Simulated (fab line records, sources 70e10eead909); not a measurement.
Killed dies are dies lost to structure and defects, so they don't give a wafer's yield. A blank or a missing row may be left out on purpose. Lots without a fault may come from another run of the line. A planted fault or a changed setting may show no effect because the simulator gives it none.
Chamber matching | flow nand_harc | NHARC_P_GATE_ALD_36 on ald_sin-01: 4 sister chambers
The step deposits SiNx, target thk 20 nm, pulse time 60 s, ald cycles 223. 8 wafers are shown with their chamber, then 9 later ones without.

WAFERS WITH THEIR CHAMBER
wafer  | chamber | heater_power_outer_w (W) | heater_power_w (W)
L076.5 | 2       | 490                      | 873
L082.2 | 2       | 487                      | 858
L087.3 | 3       | 551                      | 911
L087.1 | 0       | 502                      | 775
L087.5 | 3       | 540                      | 903
L086.3 | 1       | 662                      | 1010
L086.6 | 0       | 496                      | 797
L086.5 | 1       | 646                      | 999

WAFERS WITHOUT THEIR CHAMBER
wafer  | heater_power_outer_w (W) | heater_power_w (W)
L089.2 | 652                      | 1012
L089.4 | 512                      | 761
L089.5 | 666                      | 1007
L093.4 | 513                      | 784
L093.1 | 665                      | 989
L093.5 | 563                      | 914
L097.2 | 557                      | 916
L097.1 | 481                      | 886
L097.5 | 536                      | 931

WHICH CHAMBER EACH WENT THROUGH
wafer  | from the rows above | in truth
L089.2 | 1                   | 1
L089.4 | 0                   | 0
L089.5 | 1                   | 1
L093.4 | 0                   | 0
L093.1 | 1                   | 1
L093.5 | 3                   | 3
L097.2 | 3                   | 3
L097.1 | 2                   | 2
L097.5 | 3                   | 3
Placed correctly: 9 of 9. Can't be placed from these rows: 0. Placed wrongly: 0.
How it was worked out, from the rows above alone: a wafer's distance from a chamber is the root of the sum, over the readings, of the square of ((its reading less the chamber's mean) divided by the reading's scatter). The wafer belongs to the nearest chamber; if the next one is less than 2 further off, it can't be placed. A chamber's mean is the mean of its shown wafers. The scatter: the root of (the sum of the squares of (reading less its chamber's mean) over the shown wafers, divided by (wafers less chambers)).
